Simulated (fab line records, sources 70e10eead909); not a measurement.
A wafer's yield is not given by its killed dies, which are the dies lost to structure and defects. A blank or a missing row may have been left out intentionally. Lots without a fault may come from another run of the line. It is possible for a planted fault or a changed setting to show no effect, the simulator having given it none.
Matching of chambers ; flow nand harc ; NHARC_A_BLC_DESCUM_15 on rie diel-05: 4 sister chambers
The step chemistry O2, time 3 s. 4 wafers are shown with their chamber, then 12 later ones without.

== WAFERS WITH THEIR CHAMBER ==
wafer;chamber;drypump motor current A (A)
L086.3;1;5.9
L087.5;3;6.4
L089.4;0;5.8
L089.5;2;6.1

== WAFERS WITHOUT THEIR CHAMBER ==
wafer;drypump motor current A (A)
L084.2;6.0
L084.3;6.2
L084.4;5.8
L088.1;5.8
L088.3;5.9
L088.6;5.8
L097.2;6.2
L097.3;5.8
L097.6;6.3
L095.2;6.4
L095.3;6.2
L095.4;5.9

== CHAMBER TAKEN BY EACH ==
wafer;from the rows above;in truth
L084.2;can't be placed: 1 or 2 or 0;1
L084.3;can't be placed: 2 or 3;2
L084.4;can't be placed: 0 or 1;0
L088.1;can't be placed: 0 or 1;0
L088.3;can't be placed: 1 or 0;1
L088.6;can't be placed: 0 or 1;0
L097.2;can't be placed: 2 or 3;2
L097.3;can't be placed: 0 or 1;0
L097.6;can't be placed: 3 or 2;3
L095.2;3;3
L095.3;can't be placed: 2 or 3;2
L095.4;can't be placed: 1 or 0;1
Correctly placed: 1 of 12. These rows do not allow placing 11 (true chamber among the candidates in 11). Wrongly placed: 0.
How it was worked out, from the rows above alone: a wafer's distance from a chamber is the root of the sum, over the readings, of the square of ((its reading less the chamber's mean) divided by the reading's scatter). If the next closest chamber is less than 2 further off than the closest, the wafer can't be placed; otherwise it belongs to the closest. A chamber's mean is the mean of its shown wafers. The scatter (one wafer shown for each chamber): square how far every hidden wafer sits from the nearest shown wafer, average those squares and take the square root.
